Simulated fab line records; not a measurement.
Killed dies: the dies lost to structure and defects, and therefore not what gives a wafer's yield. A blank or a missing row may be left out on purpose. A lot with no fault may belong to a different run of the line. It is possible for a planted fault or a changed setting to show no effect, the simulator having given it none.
fab line records    flow nandHarc
record: lots: 10  wafers: 30  lastDay: 33
route steps=1302 shown P_STI@80 P_GATE@145 END@1302
lots that met no fault: taken from a fault-free run of the same line
startH: the number of hours between the record's first day and the start of the first shown wafer of the lot    waitH: time in hours since the lot's previous step    " the same as in the row above    L1.1+2: several wafers, shown together as one row    - no value, or no start was given    * or withheld: withheld    < > ~ a bound
route shown NAME@n: a module of which the file shows steps, and the number in the route of the first    usual: average and standard deviation across the fault-free wafers    same: alike in all rows    chamber/n: place in a boat    sites: the reading at each site    _std_site: their standard deviation    _edge_site: mean of outer sites minus mean of inner sites    radiusMm: how far each site lies from the wafer's centre    mask NAME#n: copy n    behind: the tool/chamber that last shaped the wafer    hold: the reason the lot was held/the length of the hold in hours/how it ended    device: whichever transistor did not switch (one of n, p or np)    end of line: the tests these same wafers got at the end of their route    for a step that has no rows: nothing shown but its recipe    killed: not the wafer's yield, but the dies lost to structure and defects at the first sort    map: per-die view of a wafer (x killed, . not killed, _ where there is no die)
set.NAME: the run value of the setting; set.NAME@STEP: its run value at that earlier step    model.NAME: the simulator's own value behind a step, which no gauge read
one table for each step of the route and one row for each wafer, over a sample of lots
services: when a tool's chamber went out of use (startH, in hours from the record's first day, below 0 if earlier), for how many hours, and the reason
== steps ==
step: NHARC_P_STI_EXPOSE_06
recipe: na: 0.55  targetCdNm: 200  doseMj: 37.69  maskId: P_STI
same: na: 0.55
lot.wafer   tool           chamber  startH  waitH  mask
L341.2+4+5  krfScanner-01  0        51.52   -      P_STI#0
L340.1+2+5  krfScanner-03  0        51.68   -      P_STI#0
L342.3+4+5  krfScanner-03  0        62.26   -      P_STI#0
L346.3+5+6  krfScanner-04  0        102.66  -      P_STI#0
L347.1+2+3  krfScanner-03  0        112.22  -      P_STI#0
L351.4+5+6  krfScanner-03  0        154.52  -      P_STI#0
L352.3+4+6  krfScanner-03  0        164.00  -      P_STI_R1#0
L361.2+3+5  krfScanner-01  0        252.66  -      P_STI#0
L362.3+5+6  krfScanner-03  0        262.26  -      P_STI#0
L363.3+4+6  krfScanner-01  0        272.66  -      P_STI#0
step: NHARC_P_STI_CD_MEAS_09
recipe: targetCdNm: 200  landingEnergyEv: 500
usual: cdNm: 200.7/2.1
lot.wafer  tool      chamber  startH  waitH  hold                     cdNm
L341.2     cdSem-03  0        51.67   -      -                        202.1
L341.4     "         0        "       "      -                        200.8
L341.5     "         0        "       "      -                        202.4
L340.1     cdSem-01  0        51.83   -      -                        202.0
L340.2     "         0        "       "      -                        199.3
L340.5     "         0        "       "      -                        204.7
L342.3     cdSem-02  0        62.41   -      -                        201.8
L342.4     "         0        "       "      -                        200.5
L342.5     "         0        "       "      -                        204.3
L346.3     cdSem-02  0        102.80  -      -                        201.4
L346.5     "         0        "       "      -                        202.7
L346.6     "         0        "       "      -                        201.6
L347.1     cdSem-02  0        112.37  -      -                        198.9
L347.2     "         0        "       "      -                        201.3
L347.3     "         0        "       "      -                        199.3
L351.4     cdSem-03  0        154.66  -      -                        201.2
L351.5     "         0        "       "      -                        200.8
L351.6     "         0        "       "      -                        201.7
L352.3     cdSem-03  0        164.15  -      awaitDispo/0.2h/release  180.7
L352.4     "         0        "       "      awaitDispo/0.2h/release  183.6
L352.6     "         0        "       "      awaitDispo/0.2h/release  185.2
L352.3     cdSem-03  0        -       -      -                        180.6
L352.4     "         0        "       "      -                        183.6
L352.6     "         0        "       "      -                        185.3
L361.2     cdSem-03  0        252.81  -      -                        199.3
L361.3     "         0        "       "      -                        201.4
L361.5     "         0        "       "      -                        200.7
L362.3     cdSem-02  0        262.41  -      -                        197.4
L362.5     "         0        "       "      -                        199.8
L362.6     "         0        "       "      -                        201.2
L363.3     cdSem-02  0        272.80  -      -                        199.3
L363.4     "         0        "       "      -                        199.7
L363.6     "         0        "       "      -                        201.5
step: NHARC_P_STI_OCD_MEAS_17
usual: trenchDepthNm: 299/5.2  trenchFootCdNm: 158.8/2.2
lot.wafer  tool    chamber  startH  waitH  hold                     trenchDepthNm  trenchFootCdNm
L341.2     ocd-01  -        52.46   0.1    -                        306            159.4
L341.4     "       -        "       "      -                        295            159.2
L341.5     "       -        "       "      -                        291            162.3
L340.1     ocd-02  -        52.61   0.1    -                        301            160.0
L340.2     "       -        "       "      -                        296            158.9
L340.5     "       -        "       "      -                        296            162.9
L342.3     ocd-02  -        63.20   0.1    -                        301            159.6
L342.4     "       -        "       "      -                        289            159.7
L342.5     "       -        "       "      -                        302            162.1
L346.3     ocd-02  -        103.62  0.1    -                        304            158.7
L346.5     "       -        "       "      -                        299            161.6
L346.6     "       -        "       "      -                        300            159.8
L347.1     ocd-01  -        113.19  0.1    -                        300            156.6
L347.2     "       -        "       "      -                        302            159.7
L347.3     "       -        "       "      -                        295            158.4
L351.4     ocd-01  -        155.44  0.1    -                        304            158.7
L351.5     "       -        "       "      -                        292            160.2
L351.6     "       -        "       "      -                        304            158.9
L352.3     ocd-01  -        170.91  2.2    awaitDispo/0.2h/release  292            139.5
L352.4     "       -        "       "      awaitDispo/0.2h/release  307            140.7
L352.6     "       -        "       "      awaitDispo/0.2h/release  288            145.3
L352.3     ocd-01  -        171.08  0.2    -                        292            139.7
L352.4     "       -        "       "      -                        307            140.8
L352.6     "       -        "       "      -                        289            145.4
L361.2     ocd-02  -        253.60  0.1    -                        294            157.9
L361.3     "       -        "       "      -                        304            159.1
L361.5     "       -        "       "      -                        297            158.9
L362.3     ocd-01  -        263.37  0.1    -                        305            154.7
L362.5     "       -        "       "      -                        308            156.4
L362.6     "       -        "       "      -                        296            159.3
L363.3     ocd-02  -        273.58  0.1    -                        293            158.6
L363.4     "       -        "       "      -                        302            157.9
L363.6     "       -        "       "      -                        293            159.9
step: NHARC_P_STI_CMP_21
recipe: tOverpolishS: 20  targetThkNm: 380.67
usual: motorCurrentA: 11.8/1.3  overpolishRunS: 20.000/0.0089  retainingRingPressureFrac: 1.000/0.0049
lot.wafer  tool    chamber  startH  waitH  motorCurrentA  overpolishRunS  retainingRingPressureFrac
L340.1     cmp-02  3        69.51   0.4    14.4           19.995          0.997
L340.2     "       1        "       "      9.7            20.005          0.995
L340.5     "       0        "       "      11.2           19.999          0.999
L341.2     cmp-01  3        69.56   0.4    12.0           20.004          1.002
L341.4     "       0        "       "      10.5           19.996          0.992
L341.5     "       2        "       "      12.2           20.002          0.998
L342.4     cmp-03  3        82.04   0.4    10.8           19.994          0.998
L342.3     "       1        "       "      10.3           19.997          0.998
L342.5     "       0        "       "      13.6           20.007          1.003
L346.3     cmp-01  3        125.24  0.4    12.1           19.982          1.004
L346.5     "       2        "       "      12.2           19.996          1.004
L346.6     "       3        "       "      11.7           19.997          1.006
L347.2     cmp-03  2        131.19  0.4    11.7           20.010          0.989
L347.3     "       3        "       "      10.7           19.998          0.996
L347.1     "       0        "       "      14.3           19.993          0.996
L351.4     cmp-03  1        172.29  0.4    10.4           19.986          1.002
L351.6     "       2        "       "      11.7           20.004          1.007
L351.5     "       3        "       "      11.1           20.005          0.998
L352.4     cmp-03  2        185.19  0.4    12.2           20.011          1.000
L352.3     "       1        "       "      10.3           19.997          0.998
L352.6     "       2        "       "      11.8           19.993          1.004
L361.3     cmp-02  3        271.65  0.4    13.8           19.994          1.003
L361.2     "       0        "       "      10.9           20.001          0.990
L361.5     "       3        "       "      14.1           20.002          0.993
L362.3     cmp-01  3        283.41  0.4    11.4           19.990          0.996
L362.6     "       1        "       "      11.6           19.997          1.002
L362.5     "       2        "       "      12.0           19.994          0.989
L363.4     cmp-03  0        293.33  0.4    13.4           20.027          1.000
L363.3     "       2        "       "      11.9           20.002          1.008
L363.6     "       0        "       "      13.0           20.012          0.997
step: NHARC_P_GATE_ETCH_104
recipe: targetDepthA: 600  timeS: withheld  cf4FlowSccm: 100  chf3FlowSccm: 30  arFlowSccm: 0  rfW: 500  biasW: 200  chemistry: CF4/CHF3
usual: cf4FlowSccm: 100.0/0.31  drypumpMotorCurrentA: 5.8/0.54  mfcArSccm: 0.007/0.0086  oesProductAu: 0.953/0.021  rfVppV: 369.9/1.9  showerheadPlenumPTorr: 1.55/0.056  throttleValvePct: 16.803/0.0095
lot.wafer  tool        chamber  startH  waitH  cf4FlowSccm  drypumpMotorCurrentA  mfcArSccm  oesProductAu  rfVppV  showerheadPlenumPTorr  throttleValvePct
L340.1     rieDiel-03  3        100.08  0.1    99.8         5.8                   0.009      0.980         370.7   1.59                   16.812
L340.2     "           2        "       "      99.1         5.1                   0          0.987         368.0   1.48                   16.803
L340.5     "           0        "       "      100.4        6.0                   0.013      0.974         370.7   1.54                   16.793
L341.2     rieDiel-09  1        100.25  0.1    100.1        4.9                   0          0.961         372.3   1.64                   16.809
L341.4     "           2        "       "      99.9         5.8                   0.030      0.946         373.7   1.67                   16.793
L341.5     "           0        "       "      100.1        6.6                   0.011      0.943         367.5   1.49                   16.790
L342.4     rieDiel-01  2        112.74  0.1    100.2        5.9                   0          0.924         372.0   1.60                   16.801
L342.3     "           0        "       "      100.1        6.7                   0          0.910         371.1   1.57                   16.784
L342.5     "           2        "       "      100.3        5.9                   0          0.923         371.1   1.60                   16.792
L346.3     rieDiel-03  3        157.44  0.1    99.5         5.8                   0.009      0.972         370.9   1.59                   16.798
L346.5     "           1        "       "      99.9         5.5                   0          0.957         371.8   1.55                   16.782
L346.6     "           3        "       "      99.6         5.8                   0.009      0.973         370.6   1.59                   16.801
L347.2     rieDiel-09  0        164.04  0.1    99.8         6.6                   0.011      0.991         367.3   1.49                   16.823
L347.3     "           2        "       "      99.6         5.8                   0.030      0.961         374.0   1.67                   16.787
L347.1     "           3        "       "      99.9         6.1                   0          0.944         368.7   1.53                   16.815
L351.4     rieDiel-03  2        204.55  0.1    99.4         5.1                   0          0.937         367.7   1.48                   16.794
L351.5     "           1        "       "      100.2        5.5                   0          0.920         368.7   1.55                   16.811
L351.6     "           2        "       "      100.0        5.1                   0          0.944         365.8   1.48                   16.799
L352.3     rieDiel-01  2        213.01  0.1    99.6         5.9                   0          0.973         372.9   1.60                   16.819
L352.4     "           3        "       "      100.3        6.4                   0.019      0.966         369.3   1.55                   16.811
L352.6     "           1        "       "      99.8         5.4                   0.007      0.965         367.7   1.48                   16.800
L361.3     rieDiel-09  3        305.63  0.1    99.6         6.1                   0          0.940         369.2   1.52                   16.789
L361.2     "           0        "       "      100.3        6.5                   0.011      0.935         367.8   1.49                   16.803
L361.5     "           1        "       "      100.2        4.9                   0          0.972         371.2   1.64                   16.787
L362.3     rieDiel-03  3        320.01  0.1    100.5        5.8                   0.009      0.940         371.2   1.59                   16.813
L362.6     "           1        "       "      99.9         5.5                   0          0.931         369.4   1.55                   16.820
L362.5     "           2        "       "      100.5        5.1                   0          0.935         368.1   1.48                   16.798
L363.3     rieDiel-01  2        324.65  0.1    99.8         5.9                   0          0.984         371.1   1.60                   16.800
L363.4     "           0        "       "      100.4        6.6                   0          0.966         369.9   1.57                   16.802
L363.6     "           2        "       "      100.4        5.9                   0          0.976         370.9   1.59                   16.800
step: NHARC_P_GATE_STRIP_108
recipe: o2FlowSccm: 500  arFlowSccm: 0  biasW: 0  chemistry: O2
usual: drypumpMotorCurrentA: 5.9/0.55  mfcArSccm: 0.007/0.0093  oesProductAu: 1.001/0.01  rfVppV: 57.8/0.88  showerheadPlenumPTorr: 3.49/0.13  throttleValvePct: 17.036/0.0092
lot.wafer  tool        chamber  startH  waitH  drypumpMotorCurrentA  mfcArSccm  oesProductAu  rfHoursCounterH  rfVppV  showerheadPlenumPTorr  throttleValvePct
L340.1     rieDiel-01  1        100.62  -      5.4                   0.007      0.998         6                57.3    3.33                   17.034
L340.2     "           3        "       "      6.4                   0.019      1.006         5                57.1    3.48                   17.051
L340.5     "           2        "       "      5.9                   0          1.007         -                56.9    3.58                   17.023
L341.2     rieDiel-03  3        100.80  -      5.8                   0.009      0.980         7                58.7    3.56                   17.037
L341.4     "           1        "       "      5.5                   0          0.984         7                57.4    3.48                   17.026
L341.5     "           2        "       "      5.1                   0          1.000         -                55.7    3.32                   17.027
L342.4     rieDiel-09  0        113.29  -      6.6                   0.011      1.007         5                57.1    3.34                   17.009
L342.3     "           2        "       "      5.8                   0.030      0.985         6                58.1    3.73                   17.029
L342.5     "           1        "       "      4.9                   0          1.010         -                58.9    3.68                   17.028
L346.3     rieDiel-09  3        158.01  -      6.1                   0          0.984         0                57.5    3.42                   17.036
L346.6     "           3        "       "      6.1                   0          0.995         -                58.2    3.42                   17.036
L346.5     "           0        "       "      6.6                   0.011      1.014         -                55.8    3.34                   17.021
L347.2     rieDiel-01  3        164.58  -      6.5                   0.019      1.011         10               58.7    3.48                   17.032
L347.1     "           1        "       "      5.4                   0.007      1.006         10               57.0    3.33                   17.049
L347.3     "           2        "       "      5.9                   0          1.000         8                56.9    3.58                   17.040
L351.4     rieDiel-09  2        205.11  -      5.8                   0.030      0.992         2                59.0    3.73                   17.026
L351.6     "           0        "       "      6.6                   0.011      1.000         -                56.8    3.34                   17.026
L351.5     "           1        "       "      4.9                   0          0.990         -                59.1    3.68                   17.028
L352.4     rieDiel-03  3        213.55  -      5.8                   0.009      1.010         5                56.3    3.56                   17.035
L352.3     "           0        "       "      6.0                   0.013      0.998         5                56.7    3.46                   17.032
L352.6     "           2        "       "      5.1                   0          1.007         -                58.6    3.32                   17.039
L361.2     rieDiel-03  1        306.19  -      5.5                   0          0.999         0                58.0    3.48                   17.030
L361.3     "           2        "       "      5.1                   0          1.016         0                57.0    3.32                   17.043
L361.5     "           1        "       "      5.5                   0          0.988         -                58.5    3.48                   17.033
L362.3     rieDiel-01  2        320.57  -      5.9                   0          0.998         4                56.2    3.58                   17.031
L362.6     "           0        "       "      6.7                   0          1.007         -                59.1    3.52                   17.024
L362.5     "           1        "       "      5.4                   0.007      1.010         -                58.2    3.32                   17.033
L363.3     rieDiel-01  3        325.19  -      6.5                   0.019      0.987         5                59.4    3.47                   17.041
L363.4     "           0        "       "      6.7                   0          0.993         5                58.3    3.52                   17.045
L363.6     "           3        "       "      6.4                   0.019      0.990         -                56.7    3.47                   17.040
step: NHARC_END_SORT_01
recipe: tempC: 25
usual: killedAtArray: 57/19  killedAtOther: 0.9/1.1  killedAtPeriphery: 4.0/2.6  killedDies: 62/19  killedOpen: 3.3/1.8  killedShort: 2.4/1.7
same: grossDies: 677
lot.wafer  tool       chamber  startH  waitH  killedAtArray  killedAtOther  killedAtPeriphery  killedDies  killedOpen  killedShort
L352.4     prober-02  0        689.23  3.4    45             0              6                  51          3           0
killed by level:class
L352.4 A_CHANNEL_HOLE_D1:chamberFilmFlake=28 A_CONTACT:chamberFilmFlake=5 A_WL_FILL:chamberFilmFlake=4 P_GATE:chamberFilmFlake=3 A_SLIT:chamberFilmFlake=2 A_STAIRCASE:chamberFilmFlake=2 P_STI:areaExpose=2 A_CHANNEL_HOLE_D1:geometricParticle:open=1
== services ==
tool           chamber  startH  hours  kind
rieDiel-01     3        38.11   3.0    repair
krfScanner-03  -        42.15   0.4    repair
rieDiel-01     2        42.93   14.8   repair
rieDiel-09     3        50.72   3.6    repair
krfScanner-03  -        52.00   4.0    pm
rieDiel-03     -        59.95   1.1    repair
cmp-03         -        64.13   4.0    pm
rieDiel-09     3        73.30   7.2    repair
rieDiel-01     3        93.59   4.4    repair
rieDiel-03     -        104.88  9.0    pm
rieDiel-03     0        117.02  2.6    repair
cmp-03         -        137.98  0.3    repair
krfScanner-03  -        139.71  1.3    repair
rieDiel-09     -        143.10  9.0    pm
rieDiel-03     2        151.58  10.5   repair
krfScanner-03  -        152.99  0.5    repair
cmp-03         -        162.13  4.0    pm
rieDiel-01     -        203.84  9.0    pm
krfScanner-03  -        224.01  4.0    pm
rieDiel-03     -        281.88  9.0    pm
rieDiel-01     1        283.32  3.1    repair
rieDiel-01     3        291.85  2.0    repair
rieDiel-03     0        302.14  7.4    repair
rieDiel-09     -        320.10  9.0    pm
== key ==
firstSign: step: NHARC_P_STI_EXPOSE_06  reading: mask  direction: changed
effect: step: NHARC_P_STI_CD_MEAS_09  reading: visit  direction: added
effect: step: NHARC_P_STI_CD_MEAS_09  reading: cdNm  direction: down  sigmas: 8.3  usual: 200.7  struck: 183.2
effect: step: NHARC_P_STI_OCD_MEAS_17  reading: visit  direction: added
effect: step: NHARC_P_STI_OCD_MEAS_17  reading: trenchFootCdNm  direction: down  sigmas: 7.6  usual: 158.8  struck: 141.8
metAt NHARC_P_STI_EXPOSE_06
struckLots L352
testerLeftOut L352
notActingAt NHARC_P_STI_CMP_21,NHARC_P_GATE_ETCH_104,NHARC_P_GATE_STRIP_108
onsetBetween 154.52 164.00
fault: kind: wrongMask  tool: any  chamber: -  onsetH: 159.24  steps: NHARC_P_STI_EXPOSE_06  auxCopy: P_STI_R1#0  cdOffsetNm: -16.597  scope: struckLotsOnly
testerLeftOut: of these lots the tester's yield and bins aren't shown, on N5 and GAA mostly nor the transistor test; their killed dies are dies lost to structure and defects alone, not to doping, threshold or leakage, so they don't give the yield
